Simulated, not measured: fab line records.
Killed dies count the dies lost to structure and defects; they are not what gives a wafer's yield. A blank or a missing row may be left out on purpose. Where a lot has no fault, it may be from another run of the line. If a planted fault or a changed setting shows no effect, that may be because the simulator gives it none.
Which tool is to blame? | flow n5 finfet | 63 wafers from 21 lots sampled at 5 of the route's 1938 steps

WHAT THE GAUGES SHOWED, per wafer
N5_HKMG_FIN_OVL_MEAS_13. Usual: NWFM_OVL -0.1 nm, standard deviation 0.86.
lot  | measured    | on         | NWFM_OVL (nm)  | flag
L074 | day 4 04:40 | overlay-01 | 0.6 0.7 -0.8   |
L075 | day 4 09:29 | overlay-02 | 0.4 0.0 0.2    |
L076 | day 4 19:43 | overlay-02 | 0.2 0.1 -0.2   |
L077 | day 5 00:21 | overlay-01 | 0.5 0.0 -0.9   |
L078 | day 5 07:08 | overlay-02 | -1.7 -0.7 -0.2 |
L079 | day 5 17:41 | overlay-01 | -1.2 -1.5 0.3  |
L082 | day 6 06:05 | overlay-01 | 0.7 -1.8 -0.2  |
L083 | day 6 12:08 | overlay-01 | 0.1 0.6 0.4    |
L084 | day 6 19:00 | overlay-01 | 0.2 0.2 1.0    |
L086 | day 7 07:32 | overlay-02 | -0.9 -1.5 0.7  |
L085 | day 7 08:04 | overlay-02 | 0.9 0.7 -0.6   |
L088 | day 7 18:07 | overlay-01 | -0.1 -0.2 -1.1 |
L089 | day 8 00:09 | overlay-02 | 0.9 0.7 1.1    |
L091 | day 8 08:56 | overlay-01 | -0.4 0.6 -0.3  |
L090 | day 8 09:46 | overlay-02 | -0.2 -0.6 0.3  |
L092 | day 8 19:00 | overlay-01 | 0.7 2.3 1.5    |
L093 | day 8 21:56 | overlay-01 | -0.3 -1.5 -2.3 |
L094 | day 9 02:02 | overlay-02 | 1.1 -0.3 0.4   |
L095 | day 9 08:35 | overlay-01 | 0.4 0.0 0.2    |
L096 | day 9 18:02 | overlay-01 | 0.8 -0.1 0.0   |
L097 | day 9 21:57 | overlay-01 | 1.3 -1.5 0.2   |

N5_GATE_CUT_INSPECT_26: inspects for defects (darkfield). Usual: 37 for raw defect count, sd 16.
lot  | measured     | on                | raw defect count | flag
L074 | day 4 16:23  | defect inspect-02 | 47 63 73         |
L075 | day 4 21:59  | defect inspect-02 | 34 28 35         |
L076 | day 5 09:49  | defect inspect-02 | 34 28 35         |
L077 | day 5 12:20  | defect inspect-02 | 82 59 83         |
L078 | day 5 19:07  | defect inspect-01 | 30 31 13         |
L079 | day 6 05:44  | defect inspect-01 | 12 33 31         |
L082 | day 6 18:09  | defect inspect-02 | 14 20 52         |
L083 | day 7 00:01  | defect inspect-02 | 24 21 23         |
L084 | day 7 07:29  | defect inspect-02 | 31 58 54         |
L086 | day 7 20:18  | defect inspect-02 | 22 53 21         |
L085 | day 7 20:40  | defect inspect-01 | 50 18 22         |
L088 | day 8 06:07  | defect inspect-01 | 42 28 41         |
L089 | day 8 11:54  | defect inspect-01 | 79 37 60         |
L091 | day 8 21:07  | defect inspect-02 | 16 30 24         |
L090 | day 8 23:08  | defect inspect-02 | 49 30 40         |
L092 | day 9 07:13  | defect inspect-01 | 51 41 34         |
L093 | day 9 10:00  | defect inspect-02 | 9 22 25          |
L094 | day 9 14:20  | defect inspect-01 | 29 45 28         |
L095 | day 9 20:36  | defect inspect-01 | 33 39 41         |
L096 | day 10 06:14 | defect inspect-01 | 26 29 42         |
L097 | day 10 09:39 | defect inspect-01 | 53 22 29         |

WHAT TOOL EACH LOT RAN ON (gives the tool, then ch and the chambers of the sampled wafers, and finally the start)
lot  | N5_HKMG_FIN_ETCH_58               | N5_HKMG_FIN_CVD_62                      | N5_HKMG_FIN_STRIP_34
L074 | rie diel-04 ch 0,1,3, day 4 01:43 | thermal cvd si-01 ch 0,1,2, day 4 03:08 | rie diel-06 ch 0,1,3, day 4 05:01
L075 | rie diel-04 ch 0,1,2, day 4 06:37 | thermal cvd si-02 ch 0,1, day 4 08:02   | rie diel-04 ch 0,2,3, day 4 09:50
L076 | rie diel-04 ch 0,1,2, day 4 16:49 | thermal cvd si-01 ch 1,2, day 4 18:14   | rie diel-01 ch 0,1,2, day 4 20:03
L077 | rie diel-04 ch 0,2,3, day 4 21:07 | thermal cvd si-02 ch 0,1,2, day 4 22:34 | rie diel-01 ch 0,1,2, day 5 00:41
L078 | rie diel-04 ch 0,1,3, day 5 04:07 | thermal cvd si-01 ch 0,1,2, day 5 05:32 | rie diel-04 ch 0,2,3, day 5 07:40
L079 | rie diel-04 ch 1,2,3, day 5 14:25 | thermal cvd si-02 ch 0,1,2, day 5 15:56 | rie diel-01 ch 0,2,3, day 5 18:02
L082 | rie diel-06 ch 1,3, day 6 02:51   | thermal cvd si-01 ch 0,1, day 6 04:16   | rie diel-06 ch 2,3, day 6 06:26
L083 | rie diel-04 ch 0,2,3, day 6 09:06 | thermal cvd si-02 ch 0,1,2, day 6 10:32 | rie diel-04 ch 0,2,3, day 6 12:28
L084 | rie diel-01 ch 1,3, day 6 15:58   | thermal cvd si-01 ch 1,2, day 6 17:23   | rie diel-01 ch 1,2, day 6 20:03
L086 | rie diel-01 ch 2,3, day 7 04:16   | thermal cvd si-02 ch 0,2, day 7 05:58   | rie diel-04 ch 1,3, day 7 07:53
L085 | rie diel-01 ch 1,2,3, day 7 05:03 | thermal cvd si-01 ch 0,1,2, day 7 06:29 | rie diel-06 ch 0,1,3, day 7 08:41
L088 | rie diel-04 ch 0,1,2, day 7 15:01 | thermal cvd si-01 ch 0,1, day 7 16:27   | rie diel-01 ch 0,2, day 7 18:27
L089 | rie diel-06 ch 1,3, day 7 21:08   | thermal cvd si-02 ch 1,2, day 7 22:34   | rie diel-04 ch 1,2, day 8 00:31
L091 | rie diel-01 ch 1,2,3, day 8 05:56 | thermal cvd si-01 ch 0,1,2, day 8 07:21 | rie diel-01 ch 1,2,3, day 8 09:37
L090 | rie diel-06 ch 1,2, day 8 06:39   | thermal cvd si-02 ch 1,2, day 8 08:05   | rie diel-01 ch 0,3, day 8 10:07
L092 | rie diel-01 ch 0,1,2, day 8 16:07 | thermal cvd si-01 ch 0,1,2, day 8 17:32 | rie diel-01 ch 0,1,2, day 8 19:33
L093 | rie diel-04 ch 0,2, day 8 18:56   | thermal cvd si-02 ch 1,2, day 8 20:22   | rie diel-06 ch 0,1,2, day 8 22:43
L094 | rie diel-01 ch 0,2,3, day 8 22:44 | thermal cvd si-01 ch 0,1, day 9 00:11   | rie diel-01 ch 1,2, day 9 02:24
L095 | rie diel-06 ch 0,1,3, day 9 05:41 | thermal cvd si-02 ch 0,1, day 9 07:07   | rie diel-06 ch 0,1,2, day 9 08:56
L096 | rie diel-06 ch 0,2,3, day 9 14:46 | thermal cvd si-01 ch 0,1,2, day 9 16:15 | rie diel-01 ch 1,3, day 9 18:28
L097 | rie diel-06 ch 0,1,2, day 9 19:02 | thermal cvd si-02 ch 0,1, day 9 20:28   | rie diel-04 ch 2,3, day 9 22:25
- N5_HKMG_FIN_ETCH_58: etches SOC in N2/H2, target depth 215.8 nm, time 741 s.
- N5_HKMG_FIN_CVD_62: deposits a-Si from Si2H6, target thk 3 nm, time 20.8 s.
- N5_HKMG_FIN_STRIP_34: strips in CF4.

WHAT THE TOOLS THEMSELVES READ (means of the sampled wafers that have a number; where no wafer has one, the mark that the record gives instead)
N5_HKMG_FIN_ETCH_58. Usual: chamber pressure mTorr 29.998 mTorr, standard deviation 0.028; drypump motor current A 5.7 A, standard deviation 0.5; oes product au 0.78 a.u., standard deviation 0.096; rf vpp V 99.0 V, standard deviation 0.9; showerhead plenum p Torr 2.53 Torr, standard deviation 0.076; throttle valve pct 17.82 %, standard deviation 0.23.
lot  | tool        | chamber pressure mTorr (mTorr) | drypump motor current A (A) | oes product au (a.u.) | rf vpp V (V) | showerhead plenum p Torr (Torr) | throttle valve pct (%) | flag
L074 | rie diel-04 | 30.020                         | 5.6                         | 0.74                  | 99.0         | 2.50                            | 17.85                  |
L075 | rie diel-04 | 30.003                         | 5.9                         | 0.72                  | 99.0         | 2.49                            | 18.07                  |
L076 | rie diel-04 | 29.999                         | 5.9                         | 0.71                  | 98.8         | 2.49                            | 18.07                  |
L077 | rie diel-04 | 30.021                         | 5.9                         | 0.73                  | 98.5         | 2.45                            | 17.97                  |
L078 | rie diel-04 | 29.978                         | 5.6                         | 0.74                  | 100.1        | 2.49                            | 17.86                  |
L079 | rie diel-04 | 30.000                         | 5.9                         | 0.73                  | 99.2         | 2.46                            | 17.87                  |
L082 | rie diel-06 | 30.006                         | 5.9                         | 0.72                  | 99.3         | 2.56                            | 17.82                  |
L083 | rie diel-04 | 30.016                         | 5.9                         | 0.72                  | 99.0         | 2.45                            | 17.99                  |
L084 | rie diel-01 | 29.995                         | 5.5                         | 0.94                  | 99.1         | 2.57                            | 17.56                  |
L086 | rie diel-01 | 30.006                         | 5.6                         | 0.80                  | 98.1         | 2.56                            | 17.66                  |
L085 | rie diel-01 | 30.000                         | 5.4                         | 0.87                  | 98.8         | 2.55                            | 17.59                  |
L088 | rie diel-04 | 29.984                         | 5.9                         | 0.79                  | 99.4         | 2.58                            | 17.96                  |
L089 | rie diel-06 | 29.976                         | 5.8                         | 0.71                  | 98.3         | 2.55                            | 17.84                  |
L091 | rie diel-01 | 29.975                         | 5.4                         | 0.85                  | 98.9         | 2.54                            | 17.61                  |
L090 | rie diel-06 | 29.981                         | 5.4                         | 0.78                  | 99.6         | 2.51                            | 17.77                  |
L092 | rie diel-01 | 30.012                         | 5.2                         | 0.86                  | 99.1         | 2.54                            | 17.72                  |
L093 | rie diel-04 | 30.017                         | 5.9                         | 0.78                  | 99.4         | 2.58                            | 18.09                  |
L094 | rie diel-01 | 30.029                         | 5.5                         | 0.85                  | 99.5         | 2.58                            | 17.77                  |
L095 | rie diel-06 | 30.044                         | 5.9                         | 0.72                  | 100.2        | 2.60                            | 17.87                  |
L096 | rie diel-06 | 29.978                         | 5.9                         | 0.80                  | 99.7         | 2.60                            | 17.77                  |
L097 | rie diel-06 | 29.979                         | 5.4                         | 0.78                  | 98.1         | 2.55                            | 17.80                  |

N5_HKMG_FIN_CVD_62. Usual: chamber pressure Torr 0.9996 Torr, standard deviation 0.0025; heater power w 1340 W, standard deviation 130.
lot  | tool              | chamber pressure Torr (Torr) | heater power w (W) | flag
L074 | thermal cvd si-01 | 1.0002                       | 1349               |
L075 | thermal cvd si-02 | 0.9982                       | 1365               |
L076 | thermal cvd si-01 | 0.9981                       | 1429               |
L077 | thermal cvd si-02 | 0.9996                       | 1310               |
L078 | thermal cvd si-01 | 0.9995                       | 1353               |
L079 | thermal cvd si-02 | 0.9983                       | 1312               |
L082 | thermal cvd si-01 | 0.9991                       | 1326               |
L083 | thermal cvd si-02 | 0.9999                       | 1322               |
L084 | thermal cvd si-01 | 1.0006                       | 1391               |
L086 | thermal cvd si-02 | 1.0000                       | 1196               |
L085 | thermal cvd si-01 | 0.9978                       | 1354               |
L088 | thermal cvd si-01 | 1.0009                       | 1385               |
L089 | thermal cvd si-02 | 1.0021                       | 1409               |
L091 | thermal cvd si-01 | 1.0007                       | 1372               |
L090 | thermal cvd si-02 | 1.0001                       | 1450               |
L092 | thermal cvd si-01 | 0.9974                       | 1400               |
L093 | thermal cvd si-02 | 0.9973                       | 1432               |
L094 | thermal cvd si-01 | 0.9989                       | 1393               |
L095 | thermal cvd si-02 | 1.0012                       | 1289               |
L096 | thermal cvd si-01 | 1.0000                       | 1371               |
L097 | thermal cvd si-02 | 0.9993                       | 1296               |

N5_HKMG_FIN_STRIP_34. Usual: value, then standard deviation, for each; chamber pressure mTorr 50.00 mTorr / 0.045; drypump motor current A 5.6 A / 0.48; oes product au 0.78 a.u. / 0.093; power w 300.0 W / 0.94; rf vpp V 271.1 V / 1.4; showerhead plenum p Torr 1.79 Torr / 0.048; throttle valve pct 13.59 % / 0.24.
lot  | tool        | chamber pressure mTorr (mTorr) | drypump motor current A (A) | oes product au (a.u.) | power w (W) | rf vpp V (V) | showerhead plenum p Torr (Torr) | throttle valve pct (%) | flag
L074 | rie diel-06 | 50.03                          | 5.9                         | 0.75                  | 300.0       | 272.4        | 1.84                            | 13.64                  |
L075 | rie diel-04 | 50.01                          | 5.9                         | 0.73                  | 299.0       | 269.1        | 1.74                            | 13.73                  |
L076 | rie diel-01 | 49.97                          | 5.2                         | 0.71                  | 300.9       | 271.4        | 1.80                            | 13.76                  |
L077 | rie diel-01 | 49.99                          | 5.2                         | 0.71                  | 300.2       | 271.3        | 1.80                            | 13.76                  |
L078 | rie diel-04 | 49.98                          | 5.9                         | 0.72                  | 300.6       | 269.9        | 1.74                            | 13.75                  |
L079 | rie diel-01 | 50.00                          | 5.5                         | 0.79                  | 299.5       | 271.4        | 1.82                            | 13.64                  |
L082 | rie diel-06 | 49.99                          | 6.3                         | 0.74                  | 298.8       | 272.6        | 1.83                            | 13.71                  |
L083 | rie diel-04 | 50.00                          | 5.9                         | 0.71                  | 299.2       | 269.2        | 1.73                            | 13.77                  |
L084 | rie diel-01 | 50.03                          | 5.3                         | 0.80                  | 299.8       | 271.7        | 1.78                            | 13.38                  |
L086 | rie diel-04 | 50.00                          | 5.6                         | 0.73                  | 300.2       | 270.0        | 1.74                            | 13.50                  |
L085 | rie diel-06 | 50.00                          | 5.9                         | 0.74                  | 299.8       | 273.0        | 1.83                            | 13.69                  |
L088 | rie diel-01 | 49.95                          | 5.5                         | 0.80                  | 300.3       | 271.0        | 1.81                            | 13.52                  |
L089 | rie diel-04 | 49.97                          | 6.2                         | 0.87                  | 300.2       | 272.6        | 1.86                            | 13.46                  |
L091 | rie diel-01 | 50.00                          | 5.4                         | 0.83                  | 300.4       | 270.9        | 1.79                            | 13.37                  |
L090 | rie diel-01 | 49.99                          | 5.7                         | 0.90                  | 300.1       | 271.9        | 1.83                            | 13.46                  |
L092 | rie diel-01 | 50.00                          | 5.3                         | 0.84                  | 299.8       | 270.9        | 1.79                            | 13.45                  |
L093 | rie diel-06 | 50.00                          | 5.4                         | 0.78                  | 300.2       | 270.6        | 1.80                            | 13.59                  |
L094 | rie diel-01 | 50.01                          | 5.1                         | 0.83                  | 300.3       | 270.4        | 1.77                            | 13.33                  |
L095 | rie diel-06 | 50.00                          | 5.4                         | 0.78                  | 300.1       | 270.8        | 1.80                            | 13.60                  |
L096 | rie diel-01 | 49.99                          | 5.1                         | 0.87                  | 298.7       | 271.6        | 1.78                            | 13.30                  |
L097 | rie diel-04 | 49.98                          | 6.2                         | 0.84                  | 300.0       | 271.7        | 1.84                            | 13.43                  |

THE ANSWER, worked out from the rows above alone
Rule: lot off if the mean of its wafers having a number is beyond 3 standard deviations from the usual mean. A lot without any number at a reading at which 4 lots or more have one is off too. All remaining lots with rows at the step are treated as sound. After the gauges, taken in route order, come the tools' own readings; for these a lot's mean is taken, as printed above. The first step at which some lot is off is used, and at that step the reading that is off furthest; a lot without a number counts as furthest.
None of the lots is off at any reading shown; this tells nothing.

WHAT WAS PUT IN BY THE SIMULATOR
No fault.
